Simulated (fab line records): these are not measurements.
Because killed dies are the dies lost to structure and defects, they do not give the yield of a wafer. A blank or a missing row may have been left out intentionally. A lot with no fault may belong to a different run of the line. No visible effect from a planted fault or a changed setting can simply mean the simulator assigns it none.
A lot that was struck, set against a sound lot	flow n5_finfet	37 steps out of a route of 1938
Sound: these wafers, L612.1, L612.3, L612.4. Struck: wafer L622.2; the same lot's L622.3 was not struck, so it is left out; see the end for the cause.
At each step with rows: each side's tool, then ch and its chambers, then its first start. Under that, the readings that differ: sound wafers	struck wafers	difference of the means	sigmas: that difference in standard deviations of wafers without a fault.
alike: readings whose means differ by less than 2 such deviations, and words and numbers that are the same on both sides. not compared: withheld readings, readings that some wafer has no value for, bounds like >300 that may hide the same value, and numbers for which the record gives no deviation and whose values overlap.
The two part at a step that has a row with sigmas, a row that says differs or no value, or rows on one side only. Non-overlapping numbers with no deviation appear without sigmas and do not part them. Lack of a reading on every wafer of one side parts them only where that side has two or more wafers.

first, 9 steps without rows for these wafers: N5_MOL_CONTACT_COAG_PRECLEAN_127 (cleans in DIW, time 57.5 s); N5_MOL_CONTACT_COAG_SRD_128 (dry time 32 s); N5_MOL_CONTACT_COAG_CMP_52 (polishes, stops on SiO2, t overpolish 1.5 s, target thk 66.5 nm); N5_MOL_CONTACT_COAG_ANNEAL_112 (time 1800 s); N5_BEOL_M0_SAQP_PECVD_00 (deposits SiCN from 3MS/NH3, target thk 8 nm, time 14 s); N5_BEOL_M0_SAQP_ILD_DEP_01 (deposits SiOC from DEMS/O2, target thk 45.419 nm, time 8.7 s); N5_BEOL_M0_SAQP_HM_DEP_02 (deposits TiN, target thk 12 nm); N5_BEOL_M0_SAQP_PECVD_03 (deposits SiCN from 3MS/NH3, target thk 12 nm, time 21.1 s); N5_BEOL_M0_SAQP_PECVD_96 (deposits a-Si from SiH4/He, target thk 45 nm, time 45.2 s).
N5_BEOL_M0_SAQP_PECVD_97: deposits SiNx from SiH4/NH3/N2, target thk 23 nm, time 19.9 s.
  sound on pecvd-04 ch 0,1,2, day 6 05:13; struck on pecvd-04 ch 0, day 8 20:21
reading	sound	struck	difference	sigmas
model.SiNx_of_BEOL_M0_SAQP_PECVD_97.thk_nm (nm)	22.6 23 23.4	33.6	+10.6	
  alike: heater_power_w, showerhead_plenum_p_Torr, throttle_valve_pct
then, 24 steps without rows for these wafers: N5_BEOL_M0_SAQP_PECVD_04 (deposits a-Si from SiH4/He, target thk 60 nm, time 60.2 s); N5_BEOL_M0_SAQP_HM_DEP_111 (deposits SiO2 from SiH4/N2O, target thk 12 nm, time 7.2 s); N5_BEOL_M0_SAQP_COAT_81 (time 60 s, resist thk 100 nm); N5_BEOL_M0_SAQP_COAT_82 (time 60 s, resist thk 30 nm); N5_BEOL_M0_SAQP_COAT_08 (resist thk 90 nm); N5_BEOL_M0_SAQP_EBR_10; N5_BEOL_M0_SAQP_SOFTBAKE_09 (time 60 s); N5_BEOL_M0_SAQP_EXPOSE_11 (exposes mask M0 CORE, target cd 42 nm); N5_BEOL_M0_SAQP_PEB_12 (peb time 60 s); N5_BEOL_M0_SAQP_DEVELOP_13 (develop time 30 s); N5_BEOL_M0_SAQP_DESCUM_19 (chemistry O2, time 7.9 s); N5_BEOL_M0_SAQP_ETCH_83 (etches SiARC in CF4, target depth 39 nm, time 65 s); N5_BEOL_M0_SAQP_ETCH_84 (etches SOC in N2/H2, target depth 100 nm, overetch 20 nm, time 150 s); N5_BEOL_M0_SAQP_STRIP_80 (strips in N2/H2); N5_BEOL_M0_SAQP_HM_OPEN_112 (chemistry CHF3/O2, target SiO2, stops on a-Si, target depth 12 nm, time 13.5 s); N5_BEOL_M0_SAQP_STRIP_113 (strips in CHF3/O2); N5_BEOL_M0_SAQP_MANDREL_ETCH_20 (etches a-Si in HBr/Cl2, stops on SiNx, target depth 60 nm, bt time 10 s, time 30 s); N5_BEOL_M0_SAQP_STRIP_86 (strips in N2/H2); N5_BEOL_M0_SAQP_STRIP_115 (strips in post etch residue remover, time 60 s); N5_BEOL_M0_SAQP_SRD_93 (time 30 s); N5_BEOL_M0_SAQP_RECESS_114 (chemistry HF/NH3, target SiO2, target depth 14.4 nm, afs cycles 3, sublimation time 60 s); N5_BEOL_M0_SAQP_SPACER1_ALD_98 (deposits SiO2, target thk 12.8 nm, pulse time 1 s, purge time 2 s); N5_BEOL_M0_SAQP_SPACER1_ETCHBACK_99 (etches SiO2 in CHF3/O2, target depth 15.4 nm, time 7.7 s); N5_BEOL_M0_SAQP_MANDREL1_REMOVE_100 (chemistry HBr/Cl2/O2, target a-Si, stops on SiNx, bt time 10 s).
N5_BEOL_M0_SAQP_ETCH_106: etches SOC in N2/H2, stops on SiNx, target depth 150 nm.
  sound on rie_diel-03 ch 0,1,3, day 6 08:24; struck on rie_diel-01 ch 3, day 9 00:14
reading	sound	struck	difference	sigmas
model.SiNx_of_BEOL_M0_SAQP_PECVD_97.thk_nm (nm)	15 15.2 15.8	25.8	+10.5	
  alike: drypump_motor_current_A, oes_product_au, rf_vpp_V, showerhead_plenum_p_Torr, throttle_valve_pct
  not compared: rf_hours_counter_h
N5_BEOL_M4_RC_MEAS_101:
  the record has rows for the sound wafers here (prober-02 ch 0, day 9 05:05) and none for the struck ones
-- the record jumps here: 7 days lie between the struck wafers' starts before and after (it left off in module BEOL_M4 and takes up again in module PASSIVATION, whose first step shown is number 1936 of the route) --
N5_PASSIVATION_PROBE_49:
  only the struck wafers here have rows in the record (prober-01, day 15 13:55); the sound ones have none

## WHERE THEY PART
Last at N5_PASSIVATION_PROBE_49 as far as this record goes, first at N5_BEOL_M4_RC_MEAS_101.

WHY: what had been put in by the simulator
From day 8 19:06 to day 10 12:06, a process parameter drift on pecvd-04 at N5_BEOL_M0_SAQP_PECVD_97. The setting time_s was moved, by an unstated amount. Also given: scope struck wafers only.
